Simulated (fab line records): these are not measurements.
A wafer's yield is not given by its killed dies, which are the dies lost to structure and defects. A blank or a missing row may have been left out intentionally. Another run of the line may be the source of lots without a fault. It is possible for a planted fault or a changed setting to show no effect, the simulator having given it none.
One fault seen from 2 desks    flow n5 finfet    each desk holds nothing but its own numbers, with what lay behind them at the end

## AT THE TOOL OWNER'S DESK: rie diel-01
The tool's own readings at N5_BEOL_M3_TRENCH_ETCH_37 (etches SiOC in C4F6/O2, target depth 55.555 nm, time 29.2 s): means of the sampled wafers that have a number, for each lot that ran on this tool. The brackets show how far a lot's mean lies from the usual mean; more than 4 standard deviations puts the lot out of limits, marked OUT.
Columns: A = drypump motor current A at N5_BEOL_M3_TRENCH_ETCH_37, usual 5.8 A; B = oes product au at N5_BEOL_M3_TRENCH_ETCH_37, usual 0.73 a.u.; C = rf vpp V at N5_BEOL_M3_TRENCH_ETCH_37, usual 668 V; D = showerhead plenum p Torr at N5_BEOL_M3_TRENCH_ETCH_37, usual 2.83 Torr; E = throttle valve pct at N5_BEOL_M3_TRENCH_ETCH_37, usual 20.90 %
lot   first seen here  A    B                C    D     E
L951  day 7 17:56      6.2  0.80             671  2.86  20.89
L954  day 8 18:20      6.3  0.83             672  2.90  20.77
L962  day 10 07:19     5.5  0.96 (+4.3) OUT  664  2.72  21.04
L964  day 11 00:19     6.2  1.00 (+5.0) OUT  676  2.91  20.93
L965  day 11 11:04     5.9  0.91             664  2.77  20.91
Finding of this desk: L962, L964 out of limits; the first was L962 at day 10 07:19, on oes product au at N5_BEOL_M3_TRENCH_ETCH_37. Within limits: L951, L954, L965.

## METROLOGY DESK
What the gauges read for every lot (on any tool): the sampled wafers with a number, averaged. The brackets show how far a lot's mean lies from the usual mean; more than 4 standard deviations puts the lot out of limits, marked OUT. Shown are 7 of the 11 readings it has, namely the first that went out of limits plus those furthest out on some lot.
Columns: A = trench depth nm at N5_BEOL_M3_OCD_MEAS_38, usual 55.0 nm; B = DIBL_N at N5_BEOL_M4_RC_MEAS_101, usual 36.0 mV/V; C = DIBL_P at N5_BEOL_M4_RC_MEAS_101, usual 36.1 mV/V; D = IOFF_P at N5_BEOL_M4_RC_MEAS_101, usual 0.21 nA/um; E = ION_N at N5_BEOL_M4_RC_MEAS_101, usual 675 uA/um; F = ION_P at N5_BEOL_M4_RC_MEAS_101, usual 464 uA/um; G = VT_N at N5_BEOL_M4_RC_MEAS_101, usual 250 mV
lot   first seen here  A               B     C     D     E    F    G
L951  day 7 18:05      54.8            34.9  35.2  0.18  675  460  252
L954  day 8 18:29      54.8            37.4  36.4  0.23  676  467  251
L962  day 10 07:29     82.0 (+28) OUT  36.0  36.2  0.24  670  466  248
L964  day 11 00:29     79.7 (+25) OUT  37.0  36.5  0.19  688  462  248
L965  day 11 11:13     72.5 (+18) OUT  35.4  36.3  0.22  671  464  249
L967  day 12 08:39     54.5            38.0  39.3  0.28  698  480  244
L970  day 12 17:36     54.7            33.4  35.1  0.21  670  467  253
L969  day 12 21:17     54.1            36.9  36.9  0.23  692  474  249
L972  day 12 23:05     55.2            37.7  39.4  0.29  682  470  245
Finding of this desk: L962, L964, L965 out of limits; the first was L962 at day 10 07:29, on trench depth nm at N5_BEOL_M3_OCD_MEAS_38. Within limits: L951, L954, L967, L970, L969, L972.

## ALL TOGETHER
On L962, L964, at day 10 07:19, an alarm was possible from the tool owner's desk.
An alarm was possible from the metrology desk at day 10 07:29, on L962, L964, L965.
On record at the tool owner's desk: L965, within its limits.
Of the lots named, all ran N5_BEOL_M3_TRENCH_ETCH_37 on rie diel-01.

## WHAT THE SIMULATOR HAD PUT IN
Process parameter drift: rie diel-01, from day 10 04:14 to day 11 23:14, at N5_BEOL_M3_TRENCH_ETCH_37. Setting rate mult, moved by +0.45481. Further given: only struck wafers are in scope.
Lots struck among those shown: L962, L964, L965.
Fault start to first reading out of limits, in hours, per desk: tool owner, 3; metrology, 3.
